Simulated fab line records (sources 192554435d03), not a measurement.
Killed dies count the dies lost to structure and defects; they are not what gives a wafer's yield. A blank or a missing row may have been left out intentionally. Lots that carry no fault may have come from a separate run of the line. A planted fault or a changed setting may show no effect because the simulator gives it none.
fab line records || flow n5-finfet
[record] {"lots": 4, "wafers": 12, "last-day": 16}
route steps=1938 shown MOL_CONTACT_COAG@584 BEOL_M4@1111 PASSIVATION@1936
lots untouched by any fault: they come from a run of this same line in which no faults occurred
start-h: hours from the record's opening day to when the first of the lot's shown wafers began || wait-h: hours since the lot's step before || " the same as in the row above || L1.1+2: a single row standing in for several wafers || - value missing, or start not given || * or withheld: withheld || < > ~ a bound
route shown NAME@n: a module of which the file shows steps, and the number in the route of the first || usual: mean and standard deviation over wafers with no fault || same: alike in all rows || chamber/n: place in a boat || sites: per-site readings || _std_site: standard deviation across them || _edge_site: the outer-site mean with the inner-site mean subtracted || radius-mm: for every site, how far away it sits from the centre of the wafer || mask NAME#n: copy n || behind: the last tool/chamber to shape the wafer || hold: why the lot was held/for how many hours/how that ended || device: the n, p or np transistor that did not switch || end of line: tests run on the same wafers once the route is complete || a step without rows: its recipe alone || killed: dies that structure and defects cost at the first sort, which is not the same as the wafer's yield || map: a wafer's dies, x killed, . not, _ none there
set.NAME: the run value of the setting; set.NAME@STEP: its run value at that earlier step || model.NAME: the simulator's own value behind a step, which no gauge read
a table for each step, a row for each wafer; lots at some steps of the route
services: a tool's chamber out of use, with start hour (start-h, from the record's first day; less than 0 if before it), hours out, and reason
[[steps]]
[step N5_MOL_CONTACT_COAG_ETCHBACK_135]
[recipe] {"chemistry": "CHF3", "target": "SiO2", "target-depth-a": 250, "time-s": 16.7, "ion-energy-ev": 200, "pressure-mtorr": 30, "source-w": 610, "bias-w": 170, "Ar_flow_sccm": 200, "CHF3_flow_sccm": 50}
[step N5_MOL_CONTACT_COAG_STRIP_118]
[recipe] {"chemistry": "CHF3", "resist": "SiARC", "rf-frequency-hz": 6e+07}
[step N5_MOL_CONTACT_COAG_VIA_ETCH_46]
[recipe] {"chemistry": "C4F6/O2", "target-depth-a": 460, "overetch-a": 92, "mask-material": "SOC", "target": "SiO2", "bias-w": 455, "pressure-mtorr": 10, "time-s": 40, "source-w": 325, "Ar_flow_sccm": 300, "C4F6_flow_sccm": 10, "O2_flow_sccm": 10, "ion-energy-ev": 575.3, "ends": "end-point"}
[step N5_MOL_CONTACT_COAG_STRIP_96]
[recipe] {"chemistry": "N2/H2", "power-w": 500, "temp-c": 40, "pressure-mtorr": 50, "rf-frequency-hz": 6e+07, "overash-fraction": 0.3, "bias-power-w": 28, "h2-frac": 0.5, "n2-flow-sccm": 300, "h2-flow-sccm": 300}
[step N5_MOL_CONTACT_COAG_ETCH_47]
[recipe] {"chemistry": "CH3F/O2", "target": "SiNx", "target-depth-a": 270, "mask-material": "SiO2", "stop-on": "W", "over-etch-frac": 0.2, "ion-energy-ev": 120, "endpoint": "OES-CN", "pressure-mtorr": 30, "source-w": 395, "bias-w": 73, "Ar_flow_sccm": 150, "CH3F_flow_sccm": 30, "O2_flow_sccm": 20, "ends": "end-point"}
[step N5_MOL_CONTACT_COAG_STRIP_119]
[recipe] {"chemistry": "N2/H2", "time-s": 30, "power-w": 1000, "temp-c": 250, "pressure-mtorr": "withheld", "n2-flow-sccm": 1750, "h2-flow-sccm": 3250}
[step N5_MOL_CONTACT_COAG_PRECLEAN_144]
[recipe] {"chemistry": "alkaline-clean", "temp-c": 60, "time-s": 60, "do-ppb": 50}
[step N5_MOL_CONTACT_COAG_SRD_145]
[recipe] {"dry": "ipa-marangoni", "time-s": 30, "temp-c": 23, "rinse-liquid": "diw"}
[step N5_MOL_CONTACT_COAG_COAT_62]
[recipe] {"resist": "SOC", "temp-c": 250, "time-s": 60, "spin-rpm": 1500, "resist-thk-nm": 60}
[step N5_MOL_CONTACT_COAG_COAT_63]
[recipe] {"resist": "SiARC", "temp-c": 220, "time-s": 60, "spin-rpm": 1500, "resist-thk-nm": 10}
[step N5_MOL_CONTACT_COAG_COAT_64]
[recipe] {"resist": "underlayer", "temp-c": 205, "time-s": 60, "spin-rpm": 1500, "resist-thk-nm": 10}
[step N5_MOL_CONTACT_COAG_COAT_34]
[recipe] {"resist": "CAR-EUV", "spin-rpm": 1500, "resist-thk-nm": 40}
[usual] {"spin-speed-rpm": "1500.2/0.76"}
{"lot.wafer": "L231.1", "tool": "litho-track-02", "chamber": 0, "start-h": 146.01, "wait-h": "-", "spin-speed-rpm": 1500.9, "model.CAR-EUV_of_MOL_CONTACT_COAG_COAT_34.thk-nm": 40}
{"lot.wafer": "L231.4", "tool": "litho-track-02", "chamber": 0, "start-h": 146.01, "wait-h": "-", "spin-speed-rpm": 1499.8, "model.CAR-EUV_of_MOL_CONTACT_COAG_COAT_34.thk-nm": 40.2}
{"lot.wafer": "L231.5", "tool": "litho-track-02", "chamber": 0, "start-h": 146.01, "wait-h": "-", "spin-speed-rpm": 1500.8, "model.CAR-EUV_of_MOL_CONTACT_COAG_COAT_34.thk-nm": 40.2}
{"lot.wafer": "L238.2", "tool": "litho-track-02", "chamber": 0, "start-h": 197.05, "wait-h": "-", "spin-speed-rpm": 1429.6, "model.CAR-EUV_of_MOL_CONTACT_COAG_COAT_34.thk-nm": 41.2}
{"lot.wafer": "L238.3", "tool": "litho-track-02", "chamber": 0, "start-h": 197.05, "wait-h": "-", "spin-speed-rpm": 1429.1, "model.CAR-EUV_of_MOL_CONTACT_COAG_COAT_34.thk-nm": 41}
{"lot.wafer": "L238.5", "tool": "litho-track-02", "chamber": 0, "start-h": 197.05, "wait-h": "-", "spin-speed-rpm": 1430.0, "model.CAR-EUV_of_MOL_CONTACT_COAG_COAT_34.thk-nm": 41}
{"lot.wafer": "L239.3", "tool": "litho-track-02", "chamber": 0, "start-h": 206.71, "wait-h": "-", "spin-speed-rpm": 1429.6, "model.CAR-EUV_of_MOL_CONTACT_COAG_COAT_34.thk-nm": 41}
{"lot.wafer": "L239.4", "tool": "litho-track-02", "chamber": 0, "start-h": 206.71, "wait-h": "-", "spin-speed-rpm": 1429.5, "model.CAR-EUV_of_MOL_CONTACT_COAG_COAT_34.thk-nm": 41}
{"lot.wafer": "L239.6", "tool": "litho-track-02", "chamber": 0, "start-h": 206.71, "wait-h": "-", "spin-speed-rpm": 1429.7, "model.CAR-EUV_of_MOL_CONTACT_COAG_COAT_34.thk-nm": 41}
{"lot.wafer": "L241.2", "tool": "litho-track-01", "chamber": 0, "start-h": 209.25, "wait-h": "-", "spin-speed-rpm": 1499.4, "model.CAR-EUV_of_MOL_CONTACT_COAG_COAT_34.thk-nm": 40}
{"lot.wafer": "L241.4", "tool": "litho-track-01", "chamber": 0, "start-h": 209.25, "wait-h": "-", "spin-speed-rpm": 1500.6, "model.CAR-EUV_of_MOL_CONTACT_COAG_COAT_34.thk-nm": 40}
{"lot.wafer": "L241.5", "tool": "litho-track-01", "chamber": 0, "start-h": 209.25, "wait-h": "-", "spin-speed-rpm": 1500.7, "model.CAR-EUV_of_MOL_CONTACT_COAG_COAT_34.thk-nm": 40.2}
[step N5_MOL_CONTACT_COAG_EBR_36]
[recipe] {"solvent": "PGMEA", "ebr-width-mm": 1.5}
[step N5_MOL_CONTACT_COAG_SOFTBAKE_35]
[recipe] {"temp-c": 110, "time-s": 60, "resist": "CAR-EUV"}
[step N5_MOL_CONTACT_COAG_EXPOSE_37]
[recipe] {"mask-id": "VD", "na": 0.33, "source-shape": "annular", "sigma-inner": 0.3, "sigma-outer": 0.7, "polarization": "unpolarized", "defocus-nm": 0, "dose-mj": 62}
[step N5_MOL_CONTACT_COAG_PEB_38]
[recipe] {"peb-temp-c": 100, "peb-time-s": 60, "resist": "CAR-EUV"}
[step N5_MOL_CONTACT_COAG_DEVELOP_39]
[recipe] {"develop-time-s": 30, "developer": "TMAH", "resist": "CAR-EUV", "rinse-liquid": "surfactant-rinse", "dry": "air-spin", "dev-temp-c": 23}
[step N5_MOL_CONTACT_COAG_DESCUM_45]
[recipe] {"chemistry": "O2", "time-s": 7, "source-power-w": 50, "bias-power-w": 20, "pressure-mtorr": 20, "rf-frequency-hz": 2.712e+07, "temp-c": 40, "resist": "CAR-EUV", "o2-flow-sccm": 225}
[step N5_MOL_CONTACT_COAG_ETCH_65]
[recipe] {"chemistry": "N2/H2", "target": "underlayer", "target-depth-a": 130, "mask-material": "CAR-EUV", "time-s": 10.4, "ion-energy-ev": 200, "pressure-mtorr": 30, "source-w": 840, "bias-w": 150, "n2-flow-sccm": 200, "h2-flow-sccm": 200, "ends": "cleared"}
[step N5_MOL_CONTACT_COAG_ETCH_66]
[recipe] {"chemistry": "CF4", "target": "SiARC", "target-depth-a": 130, "mask-material": "CAR-EUV", "time-s": 21.7, "ion-energy-ev": 80, "pressure-mtorr": 40, "source-w": 545, "bias-w": 36, "Ar_flow_sccm": 100, "cf4-flow-sccm": 100, "ends": "cleared"}
[step N5_MOL_CONTACT_COAG_ALD_133]
[recipe] {"material": "SiO2", "target-thk-a": 50, "temp-c": 100, "ald-precursor-family": "BDEAS", "ald-co-reactant": "O2-plasma", "pulse-time-s": 1, "co-reactant-pulse-time-s": 1, "purge-time-s": 2, "co-reactant-purge-time-s": 2, "ald-cycles": 35, "pressure-torr": 2}
[step N5_MOL_CONTACT_COAG_ETCHBACK_134]
[recipe] {"chemistry": "CHF3", "target": "SiO2", "target-depth-a": 100, "time-s": 6.7, "ion-energy-ev": 200, "pressure-mtorr": 30, "source-w": 610, "bias-w": 170, "Ar_flow_sccm": 200, "CHF3_flow_sccm": 50}
[usual] {"chamber-pressure-mTorr": "30.002/0.028", "drypump-motor-current-A": "5.4/0.37", "oes-product-au": "0.82/0.093", "rf-vpp-V": "525/6.5", "showerhead-plenum-p-Torr": "2.39/0.056", "throttle-valve-pct": "18.85/0.2"}
{"lot.wafer": "L231.1", "tool": "rie-diel-04", "chamber": 0, "start-h": 147.31, "wait-h": 0.4, "chamber-pressure-mTorr": 30.011, "drypump-motor-current-A": 5.5, "oes-product-au": 0.93, "rf-hours-counter-h": 23, "rf-vpp-V": 533, "showerhead-plenum-p-Torr": 2.43, "throttle-valve-pct": 18.82, "model.CAR-EUV_of_MOL_CONTACT_COAG_COAT_34.thk-nm": 15.6}
{"lot.wafer": "L231.4", "tool": "rie-diel-04", "chamber": 2, "start-h": 147.31, "wait-h": 0.4, "chamber-pressure-mTorr": 30.005, "drypump-motor-current-A": 5.7, "oes-product-au": 0.94, "rf-hours-counter-h": 8, "rf-vpp-V": 521, "showerhead-plenum-p-Torr": 2.42, "throttle-valve-pct": 18.86, "model.CAR-EUV_of_MOL_CONTACT_COAG_COAT_34.thk-nm": 15.8}
{"lot.wafer": "L231.5", "tool": "rie-diel-04", "chamber": 1, "start-h": 147.31, "wait-h": 0.4, "chamber-pressure-mTorr": 30.014, "drypump-motor-current-A": 4.7, "oes-product-au": 0.69, "rf-hours-counter-h": "-", "rf-vpp-V": 526, "showerhead-plenum-p-Torr": 2.35, "throttle-valve-pct": 18.96, "model.CAR-EUV_of_MOL_CONTACT_COAG_COAT_34.thk-nm": 15.8}
{"lot.wafer": "L238.2", "tool": "rie-diel-02", "chamber": 0, "start-h": 197.76, "wait-h": 0.1, "chamber-pressure-mTorr": 30.022, "drypump-motor-current-A": 5.6, "oes-product-au": 0.75, "rf-hours-counter-h": 181, "rf-vpp-V": 517, "showerhead-plenum-p-Torr": 2.37, "throttle-valve-pct": 19.05, "model.CAR-EUV_of_MOL_CONTACT_COAG_COAT_34.thk-nm": 16.6}
{"lot.wafer": "L238.3", "tool": "rie-diel-02", "chamber": 3, "start-h": 197.76, "wait-h": 0.1, "chamber-pressure-mTorr": 29.955, "drypump-motor-current-A": 4.9, "oes-product-au": 0.75, "rf-hours-counter-h": 167, "rf-vpp-V": 531, "showerhead-plenum-p-Torr": 2.38, "throttle-valve-pct": 18.78, "model.CAR-EUV_of_MOL_CONTACT_COAG_COAT_34.thk-nm": 16.4}
{"lot.wafer": "L238.5", "tool": "rie-diel-02", "chamber": 3, "start-h": 197.76, "wait-h": 0.1, "chamber-pressure-mTorr": 29.996, "drypump-motor-current-A": 4.9, "oes-product-au": 0.74, "rf-hours-counter-h": "-", "rf-vpp-V": 530, "showerhead-plenum-p-Torr": 2.38, "throttle-valve-pct": 18.75, "model.CAR-EUV_of_MOL_CONTACT_COAG_COAT_34.thk-nm": 16.6}
{"lot.wafer": "L239.3", "tool": "rie-diel-01", "chamber": 2, "start-h": 207.42, "wait-h": 0.1, "chamber-pressure-mTorr": 30.017, "drypump-motor-current-A": 5.6, "oes-product-au": 0.89, "rf-hours-counter-h": 37, "rf-vpp-V": 536, "showerhead-plenum-p-Torr": 2.51, "throttle-valve-pct": 18.27, "model.CAR-EUV_of_MOL_CONTACT_COAG_COAT_34.thk-nm": 16.4}
{"lot.wafer": "L239.4", "tool": "rie-diel-01", "chamber": 0, "start-h": 207.42, "wait-h": 0.1, "chamber-pressure-mTorr": 30.040, "drypump-motor-current-A": 5.9, "oes-product-au": 0.95, "rf-hours-counter-h": 20, "rf-vpp-V": 525, "showerhead-plenum-p-Torr": 2.43, "throttle-valve-pct": 18.54, "model.CAR-EUV_of_MOL_CONTACT_COAG_COAT_34.thk-nm": 16.4}
{"lot.wafer": "L239.6", "tool": "rie-diel-01", "chamber": 3, "start-h": 207.42, "wait-h": 0.1, "chamber-pressure-mTorr": 30.017, "drypump-motor-current-A": 6.2, "oes-product-au": 0.80, "rf-hours-counter-h": "-", "rf-vpp-V": 532, "showerhead-plenum-p-Torr": 2.49, "throttle-valve-pct": 19.09, "model.CAR-EUV_of_MOL_CONTACT_COAG_COAT_34.thk-nm": 16.4}
{"lot.wafer": "L241.2", "tool": "rie-diel-04", "chamber": 2, "start-h": 209.98, "wait-h": 0.1, "chamber-pressure-mTorr": 29.972, "drypump-motor-current-A": 5.7, "oes-product-au": 0.90, "rf-hours-counter-h": 29, "rf-vpp-V": 521, "showerhead-plenum-p-Torr": 2.42, "throttle-valve-pct": 18.88, "model.CAR-EUV_of_MOL_CONTACT_COAG_COAT_34.thk-nm": 15.4}
{"lot.wafer": "L241.4", "tool": "rie-diel-04", "chamber": 1, "start-h": 209.98, "wait-h": 0.1, "chamber-pressure-mTorr": 29.996, "drypump-motor-current-A": 4.8, "oes-product-au": 0.68, "rf-hours-counter-h": 242, "rf-vpp-V": 525, "showerhead-plenum-p-Torr": 2.35, "throttle-valve-pct": 19.00, "model.CAR-EUV_of_MOL_CONTACT_COAG_COAT_34.thk-nm": 15.4}
{"lot.wafer": "L241.5", "tool": "rie-diel-04", "chamber": 3, "start-h": 209.98, "wait-h": 0.1, "chamber-pressure-mTorr": 30.008, "drypump-motor-current-A": 5.4, "oes-product-au": 0.81, "rf-hours-counter-h": "-", "rf-vpp-V": 518, "showerhead-plenum-p-Torr": 2.40, "throttle-valve-pct": 18.83, "model.CAR-EUV_of_MOL_CONTACT_COAG_COAT_34.thk-nm": 15.6}
[step N5_MOL_CONTACT_COAG_ETCH_67]
[recipe] {"chemistry": "N2/H2", "target": "SOC", "target-depth-a": 600, "overetch-a": 210, "mask-material": "SiARC", "temp-c": 40, "time-s": 101.2, "ion-energy-ev": 200, "pressure-mtorr": 30, "source-w": 840, "bias-w": 150, "n2-flow-sccm": 200, "h2-flow-sccm": 200}
[step N5_BEOL_M4_RC_MEAS_101]
[usual] {"DIBL_N": "36.4/1.5", "DIBL_P": "36.4/1.6", "IOFF_N": "0.164/0.025", "IOFF_P": "0.214/0.028", "ION_N": "675/9.9", "ION_P": "463/6.5", "SS_N": "71.5/0.5", "SS_P": "73.3/0.56", "VT_N": "249.2/2.7", "VT_P": "-250.1/2.8"}
{"lot.wafer": "L231.1", "tool": "prober-01", "chamber": 0, "start-h": 213.64, "wait-h": 0.0, "DIBL_N[mV/V]": 35.2, "DIBL_P[mV/V]": 37.3, "IOFF_N[nA/um]": 0.144, "IOFF_P[nA/um]": 0.237, "ION_N[uA/um]": 664, "ION_P[uA/um]": 468, "SS_N[mV/dec]": 71.5, "SS_P[mV/dec]": 73.5, "VT_N[mV]": 250.2, "VT_P[mV]": -246.9}
{"lot.wafer": "L231.4", "tool": "prober-01", "chamber": 0, "start-h": 213.64, "wait-h": 0.0, "DIBL_N[mV/V]": 36.0, "DIBL_P[mV/V]": 38.1, "IOFF_N[nA/um]": 0.162, "IOFF_P[nA/um]": 0.242, "ION_N[uA/um]": 670, "ION_P[uA/um]": 468, "SS_N[mV/dec]": 71.5, "SS_P[mV/dec]": 73.6, "VT_N[mV]": 249.0, "VT_P[mV]": -245.3}
{"lot.wafer": "L231.5", "tool": "prober-01", "chamber": 0, "start-h": 213.64, "wait-h": 0.0, "DIBL_N[mV/V]": 34.1, "DIBL_P[mV/V]": 35.8, "IOFF_N[nA/um]": 0.127, "IOFF_P[nA/um]": 0.208, "ION_N[uA/um]": 657, "ION_P[uA/um]": 460, "SS_N[mV/dec]": 71.7, "SS_P[mV/dec]": 73.1, "VT_N[mV]": 253.1, "VT_P[mV]": -248.0}
{"lot.wafer": "L238.2", "tool": "prober-02", "chamber": 0, "start-h": 265.09, "wait-h": 0.2, "DIBL_N[mV/V]": 36.7, "DIBL_P[mV/V]": 35.9, "IOFF_N[nA/um]": 0.172, "IOFF_P[nA/um]": 0.212, "ION_N[uA/um]": 678, "ION_P[uA/um]": 460, "SS_N[mV/dec]": 71.6, "SS_P[mV/dec]": 73.2, "VT_N[mV]": 250.0, "VT_P[mV]": -252.2}
{"lot.wafer": "L238.3", "tool": "prober-02", "chamber": 0, "start-h": 265.09, "wait-h": 0.2, "DIBL_N[mV/V]": 35.6, "DIBL_P[mV/V]": 34.0, "IOFF_N[nA/um]": 0.149, "IOFF_P[nA/um]": 0.185, "ION_N[uA/um]": 679, "ION_P[uA/um]": 466, "SS_N[mV/dec]": 71.0, "SS_P[mV/dec]": 72.5, "VT_N[mV]": 251.9, "VT_P[mV]": -249.8}
{"lot.wafer": "L238.5", "tool": "prober-02", "chamber": 0, "start-h": 265.09, "wait-h": 0.2, "DIBL_N[mV/V]": 35.6, "DIBL_P[mV/V]": 34.0, "IOFF_N[nA/um]": 0.141, "IOFF_P[nA/um]": 0.182, "ION_N[uA/um]": 669, "ION_P[uA/um]": 457, "SS_N[mV/dec]": 71.2, "SS_P[mV/dec]": 72.2, "VT_N[mV]": 252.1, "VT_P[mV]": -252.6}
{"lot.wafer": "L239.3", "tool": "prober-02", "chamber": 0, "start-h": 270.10, "wait-h": 0.7, "DIBL_N[mV/V]": 34.1, "DIBL_P[mV/V]": 33.4, "IOFF_N[nA/um]": 0.139, "IOFF_P[nA/um]": 0.180, "ION_N[uA/um]": 680, "ION_P[uA/um]": 469, "SS_N[mV/dec]": 70.3, "SS_P[mV/dec]": 73.1, "VT_N[mV]": 249.9, "VT_P[mV]": -253.1}
{"lot.wafer": "L239.4", "tool": "prober-02", "chamber": 0, "start-h": 270.10, "wait-h": 0.7, "DIBL_N[mV/V]": 36.8, "DIBL_P[mV/V]": 36.7, "IOFF_N[nA/um]": 0.181, "IOFF_P[nA/um]": 0.211, "ION_N[uA/um]": 686, "ION_P[uA/um]": 466, "SS_N[mV/dec]": 70.4, "SS_P[mV/dec]": 73.2, "VT_N[mV]": 247.8, "VT_P[mV]": -249.4}
{"lot.wafer": "L239.6", "tool": "prober-02", "chamber": 0, "start-h": 270.10, "wait-h": 0.7, "DIBL_N[mV/V]": 35.2, "DIBL_P[mV/V]": 35.4, "IOFF_N[nA/um]": 0.157, "IOFF_P[nA/um]": 0.195, "ION_N[uA/um]": 676, "ION_P[uA/um]": 469, "SS_N[mV/dec]": 70.7, "SS_P[mV/dec]": 72.9, "VT_N[mV]": 247.9, "VT_P[mV]": -250.3}
{"lot.wafer": "L241.2", "tool": "prober-02", "chamber": 0, "start-h": 276.93, "wait-h": 0.2, "DIBL_N[mV/V]": 37.1, "DIBL_P[mV/V]": 37.2, "IOFF_N[nA/um]": 0.163, "IOFF_P[nA/um]": 0.237, "ION_N[uA/um]": 665, "ION_P[uA/um]": 459, "SS_N[mV/dec]": 72.0, "SS_P[mV/dec]": 73.6, "VT_N[mV]": 247.4, "VT_P[mV]": -248.3}
{"lot.wafer": "L241.4", "tool": "prober-02", "chamber": 0, "start-h": 276.93, "wait-h": 0.2, "DIBL_N[mV/V]": 35.5, "DIBL_P[mV/V]": 34.9, "IOFF_N[nA/um]": 0.144, "IOFF_P[nA/um]": 0.205, "ION_N[uA/um]": 674, "ION_P[uA/um]": 461, "SS_N[mV/dec]": 71.7, "SS_P[mV/dec]": 73.4, "VT_N[mV]": 250.9, "VT_P[mV]": -248.5}
{"lot.wafer": "L241.5", "tool": "prober-02", "chamber": 0, "start-h": 276.93, "wait-h": 0.2, "DIBL_N[mV/V]": 38.8, "DIBL_P[mV/V]": 38.8, "IOFF_N[nA/um]": 0.211, "IOFF_P[nA/um]": 0.275, "ION_N[uA/um]": 687, "ION_P[uA/um]": 469, "SS_N[mV/dec]": 71.7, "SS_P[mV/dec]": 74.8, "VT_N[mV]": 244.4, "VT_P[mV]": -245.7}
[step N5_PASSIVATION_PROBE_49]
[usual] {"defect-limited-yield": "91.1/1.4", "killed_at_M0_to_M3": "35/8.7", "killed_at_M4_up": "14/5.3", "killed-at-contacts": "12/6.2", "killed-at-front-end": "41/12", "killed-at-other": "3.4/2.6", "killed-dies": "105/16", "killed-open": "67/13", "killed-short": "36/7.3", "sort_bin_5_function": "5.2/0.96", "sort_bin_6_memory": "3.3/0.6", "sort-n-pass": "1075/16", "sort-yield-pct": "91.1/1.4"}
[same] {"gross-dies": 1180, "killed-at-back-side": 0, "sort_bin_4_leakage[%]": 0, "sort_bin_8_speed[%]": 0}
{"lot.wafer": "L239.6", "tool": "prober-02", "chamber": "-", "start-h": 365.16, "wait-h": 0.3, "defect-limited-yield[%]": 91.5, "killed_at_M0_to_M3": 39, "killed_at_M4_up": 8, "killed-at-contacts": 26, "killed-at-front-end": 24, "killed-at-other": 3, "killed-dies": 100, "killed-open": 72, "killed-short": 26, "sort_bin_5_function[%]": 5.0, "sort_bin_6_memory[%]": 3.0, "sort-n-pass": 1080, "sort-yield-pct[%]": 91.5}
{"lot.wafer": "L238.2", "tool": "prober-02", "chamber": "-", "start-h": 368.35, "wait-h": 0.1, "defect-limited-yield[%]": 90.8, "killed_at_M0_to_M3": 35, "killed_at_M4_up": 19, "killed-at-contacts": 17, "killed-at-front-end": 32, "killed-at-other": 6, "killed-dies": 109, "killed-open": 78, "killed-short": 29, "sort_bin_5_function[%]": 5.0, "sort_bin_6_memory[%]": 4.1, "sort-n-pass": 1071, "sort-yield-pct[%]": 90.8}
{"lot.wafer": "L238.3", "tool": "prober-02", "chamber": "-", "start-h": 368.40, "wait-h": 0.1, "defect-limited-yield[%]": 90.8, "killed_at_M0_to_M3": 40, "killed_at_M4_up": 27, "killed-at-contacts": 10, "killed-at-front-end": 28, "killed-at-other": 4, "killed-dies": 109, "killed-open": 76, "killed-short": 32, "sort_bin_5_function[%]": 5.2, "sort_bin_6_memory[%]": 3.4, "sort-n-pass": 1071, "sort-yield-pct[%]": 90.8}
{"lot.wafer": "L238.5", "tool": "prober-02", "chamber": "-", "start-h": 368.50, "wait-h": 0.2, "defect-limited-yield[%]": 92.5, "killed_at_M0_to_M3": 21, "killed_at_M4_up": 12, "killed-at-contacts": 10, "killed-at-front-end": 42, "killed-at-other": 4, "killed-dies": 89, "killed-open": 60, "killed-short": 28, "sort_bin_5_function[%]": 5.2, "sort_bin_6_memory[%]": 2.4, "sort-n-pass": 1091, "sort-yield-pct[%]": 92.5}
// killed by level:class
L239.6 MOL_CONTACT_COAG:geometric-particle:open=21 FIN_SAQP:geometric-particle:open=9 BEOL_M1:geometric-particle:open=8 FIN_SAQP:geometric-particle:short=7 BEOL_M3:geometric-particle:open=7 BEOL_M0_SAQP:geometric-particle:short=6 BEOL_M2:geometric-particle:open=6 MOL_CONTACT_COAG:geometric-particle:short=5
L238.2 MOL_CONTACT_COAG:geometric-particle:open=15 BEOL_M3:geometric-particle:open=9 FIN_SAQP:geometric-particle:open=7 BEOL_M0:geometric-particle:open=7 DUMMY_GATE:geometric-particle:open=6 BEOL_M4:geometric-particle:open=6 STI_FIN_REVEAL:geometric-particle:open=5 BEOL_M0_SAQP:geometric-particle:short=4
L238.3 BEOL_M4:geometric-particle:open=15 MOL_CONTACT_COAG:geometric-particle:open=8 BEOL_M3:geometric-particle:open=7 BEOL_M0_SAQP:geometric-particle:short=7 DUMMY_GATE:geometric-particle:open=6 BEOL_M2:geometric-particle:open=6 BEOL_M4:geometric-particle:short=6 STI_FIN_REVEAL:geometric-particle:open=5
L238.5 FIN_SAQP:geometric-particle:open=15 FIN_SAQP:geometric-particle:short=7 MOL_CONTACT_COAG:geometric-particle:open=7 BEOL_M3:geometric-particle:open=6 STARTING-WAFER:geometric-particle:open=6 STI_FIN_REVEAL:geometric-particle:open=5 BEOL_M1:geometric-particle:short=5 BEOL_M4:geometric-particle:open=4
[[services]]
{"tool": "rie-diel-01", "chamber": 0, "start-h": 125.47, "hours": "-", "kind": "clean"}
{"tool": "rie-diel-01", "chamber": 0, "start-h": 125.47, "hours": "-", "kind": "consumable-replace:focus-ring"}
{"tool": "rie-diel-01", "chamber": 0, "start-h": 125.47, "hours": 24.0, "kind": "scheduled-down"}
{"tool": "rie-diel-01", "chamber": 0, "start-h": 125.47, "hours": 24.0, "kind": "vent-cycle"}
{"tool": "rie-diel-02", "chamber": 0, "start-h": 180.49, "hours": 4.4, "kind": "repair"}
[[key]]
[first-sign] {"step": "N5_MOL_CONTACT_COAG_COAT_34", "reading": "spin-speed-rpm", "direction": "down", "sigmas": 93, "usual": "*", "struck": "*"}
effect none on later readings
[model-effect] {"step": "N5_MOL_CONTACT_COAG_COAT_34", "value": "CAR-EUV_of_MOL_CONTACT_COAG_COAT_34.thk-nm", "without": 40.03, "struck": 41.03}
[model-effect] {"step": "N5_MOL_CONTACT_COAG_ETCHBACK_134", "value": "CAR-EUV_of_MOL_CONTACT_COAG_COAT_34.thk-nm", "without": 15.47, "struck": 16.47}
met-at N5_MOL_CONTACT_COAG_COAT_34
struck-wafers L238.2,L238.3,L238.5,L239.3,L239.4,L239.6
onset-between 146.01 197.05
[fault] {"kind": "process-parameter-drift", "tool": "litho-track-02", "chamber": "-", "onset-h": 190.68, "steps": "N5_MOL_CONTACT_COAG_COAT_34", "channel": "spin-rpm", "offset": "*", "shape": "step", "end-h": 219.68, "acts-in": "*", "stated": "*"}
